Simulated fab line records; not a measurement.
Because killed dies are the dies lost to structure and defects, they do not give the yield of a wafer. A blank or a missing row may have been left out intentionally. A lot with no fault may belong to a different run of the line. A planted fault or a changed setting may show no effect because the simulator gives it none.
Problem report in the 8D (eight disciplines) form, filled by code + flow n5-finfet + the parts of the form that need people (team, actions taken, sign-off) are left out

## 1. WHAT WENT WRONG
Mean of rf-fwd-power-W at N5_BEOL_M5_ETCH_41: 297.6 W across 4 wafers in 3 lots; on wafers with no fault it is 391.8 W (standard deviation 1.3). Relative to the usual mean, that is a shift of -72 standard deviations.
The step: etches SiCN in CH3F/O2, target depth 31.5 nm, time 56.7 s.
First observed at day 14 05:14: wafer L567.4, on rie-diel-06. Wafers with a number at this step in the record: 21, from 7 lots. By rule, "out" or "out of limits" means more than 4 standard deviations away from the usual mean. The rest of the wafers with a number are treated as sound.

## 2. WHAT IT IS AND WHAT IT IS NOT
| question                    | is                             | is not                                                                                             |
|-----------------------------|--------------------------------|----------------------------------------------------------------------------------------------------|
| which readings at this step | rf-fwd-power-W, rf-vpp-V       | drypump-motor-current-A, mfc-ar-sccm, oes-product-au, showerhead-plenum-p-Torr, throttle-valve-pct |
| which lots                  | L566, L567, L568               | L556, L558, L569, L575                                                                             |
| which wafers of those lots  | L566.4, L567.4, L568.3, L568.5 | L566.1, L566.5, L567.1, L567.6, L568.1                                                             |
| read on which tools         | rie-diel-06                    | rie-diel-04                                                                                        |
| when                        | from day 14 05:14              | up to then (8 sound wafers); but 9 sound wafers of L566, L568, L569, L575 came after               |

## 3. SUSPECTS, AND WHAT RULES EACH OUT
Counting: a tool at a process step up to the reading stays a suspect if it ran every lot that is out. Sound lots after the first of them don't rule it out here, since some wafers of a struck lot are sound.
- rie-diel-06 at N5_BEOL_M5_DESCUM_33 (chemistry O2, time 7 s): kept. It ran every lot that is out, first L567 (day 14 04:56); its last sound lot up to then is L558 (day 12 04:55).
- rie-diel-06 at N5_BEOL_M5_ETCH_75 (etches underlayer in N2/H2, target depth 6.5 nm, time 5.2 s): kept. It ran every lot that is out, first L567 (day 14 04:58); its last sound lot up to then is L558 (day 12 04:58).
- rie-diel-06 at N5_BEOL_M5_ETCH_68 (etches SOC in N2/H2, target depth 80 nm, overetch 16 nm, time 120 s): kept. It ran every lot that is out, first L567 (day 14 05:01); its last sound lot up to then is L558 (day 12 05:00).
- rie-diel-06 at N5_BEOL_M5_VIA_ETCH_34 (etches SiCOH lowk in C4F6/O2, target depth 88.3 nm, time 39.2 s): kept. It ran every lot that is out, first L567 (day 14 05:07); its last sound lot up to then is L558 (day 12 05:06).
- rie-diel-06 at N5_BEOL_M5_STRIP_36 (strips in N2/H2): kept. It ran every lot that is out, first L567 (day 14 05:10); its last sound lot up to then is L558 (day 12 05:09).
- rie-diel-06 at N5_BEOL_M5_ETCH_41 (etches SiCN in CH3F/O2, target depth 31.5 nm, time 56.7 s): kept. It ran every lot that is out, first L567 (day 14 05:14); its last sound lot up to then is L558 (day 12 05:13). Out on those wafers are its own readings of rf-fwd-power-W, rf-vpp-V.
- In rie-diel-06 at N5_BEOL_M5_DESCUM_33, the wafers that are out were processed in chamber 0 and their sound lot-mates in chambers 1, 3.
- In rie-diel-06 at N5_BEOL_M5_ETCH_75, the wafers that are out were processed in chamber 0 and their sound lot-mates in chambers 1, 3.
- In rie-diel-06 at N5_BEOL_M5_ETCH_68, the wafers that are out were processed in chamber 0 and their sound lot-mates in chambers 1, 3.
- In rie-diel-06 at N5_BEOL_M5_VIA_ETCH_34, the wafers that are out were processed in chamber 0 and their sound lot-mates in chambers 1, 3.
- In rie-diel-06 at N5_BEOL_M5_STRIP_36, the wafers that are out were processed in chamber 0 and their sound lot-mates in chambers 1, 3.
- In rie-diel-06 at N5_BEOL_M5_ETCH_41, the wafers that are out were processed in chamber 0 and their sound lot-mates in chambers 1, 3.
Left after counting: rie-diel-06 at N5_BEOL_M5_DESCUM_33, rie-diel-06 at N5_BEOL_M5_ETCH_75, rie-diel-06 at N5_BEOL_M5_ETCH_68, rie-diel-06 at N5_BEOL_M5_VIA_ETCH_34, rie-diel-06 at N5_BEOL_M5_STRIP_36, rie-diel-06 at N5_BEOL_M5_ETCH_41.

## 4. THE CAUSE (what the simulator had put in)
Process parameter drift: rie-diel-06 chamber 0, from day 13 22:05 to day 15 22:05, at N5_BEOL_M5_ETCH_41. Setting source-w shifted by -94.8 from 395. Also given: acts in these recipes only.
This tool is one of the 6 suspects left after counting.

## 5. THE CHAIN OF EFFECTS, in route order
Each row: a reading whose mean over the struck wafers that have a number lies more than 3 standard deviations from the usual. Only readings for which the record gives a usual standard deviation are gone through. hours: the time from each lot's start at the first step in this table that gives one to its start at this step, as a median over the lots. sigmas: the change in usual standard deviations.
| hours | step               | reading        | usual   | on struck wafers | change | sigmas |
|-------|--------------------|----------------|---------|------------------|--------|--------|
| 0     | N5_BEOL_M5_ETCH_41 | rf-fwd-power-W | 391.8 W | 297.6            | -94.2  | -72    |
| 0     | N5_BEOL_M5_ETCH_41 | rf-vpp-V       | 296.8 V | 323.5            | +26.7  | +15    |
It contains these process steps:
- N5_BEOL_M5_ETCH_41: etches SiCN in CH3F/O2, target depth 31.5 nm, time 56.7 s.

## 6. HOW IT WOULD HAVE BEEN CAUGHT EARLIER
First out-of-limits reading in this record: day 14 05:14, which is 7 hours after fault onset at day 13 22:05.
